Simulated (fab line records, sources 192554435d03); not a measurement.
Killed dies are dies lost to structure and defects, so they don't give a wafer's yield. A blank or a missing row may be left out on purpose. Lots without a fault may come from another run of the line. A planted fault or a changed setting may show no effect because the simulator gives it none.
Chamber matching | flow n5_finfet | N5_BEOL_M10_ALD_74 on ald_metal-04: 4 sister chambers
The step deposits TaN, target thk 2 nm, pulse time 2 s, purge time 3 s. 4 wafers are shown with their chamber, then 10 later ones without.

WAFERS WITH THEIR CHAMBER
wafer  | chamber | heater_power_w (W)
L084.1 | 0       | 381
L085.6 | 3       | 424
L091.1 | 2       | 463
L091.3 | 1       | 438

WAFERS WITHOUT THEIR CHAMBER
wafer  | heater_power_w (W)
L091.4 | 437
L094.2 | 386
L094.5 | 468
L094.6 | 422
L095.1 | 433
L095.3 | 468
L095.4 | 377
L097.1 | 389
L097.2 | 473
L097.5 | 385

WHICH CHAMBER EACH WENT THROUGH
wafer  | from the rows above     | in truth
L091.4 | 1                       | 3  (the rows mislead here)
L094.2 | 0                       | 0
L094.5 | 2                       | 2
L094.6 | 3                       | 3
L095.1 | can't be placed: 1 or 3 | 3
L095.3 | 2                       | 2
L095.4 | 0                       | 0
L097.1 | 0                       | 0
L097.2 | 2                       | 2
L097.5 | 0                       | 0
Placed correctly: 8 of 10. Can't be placed from these rows: 1 (the true chamber is among the candidates in 1). Placed wrongly: 1.
How it was worked out, from the rows above alone: a wafer's distance from a chamber is the root of the sum, over the readings, of the square of ((its reading less the chamber's mean) divided by the reading's scatter). The wafer belongs to the nearest chamber; if the next one is less than 2 further off, it can't be placed. A chamber's mean is the mean of its shown wafers. The scatter: with one shown wafer a chamber, the root of the mean of the squares of how far each hidden wafer lies from its nearest shown one.
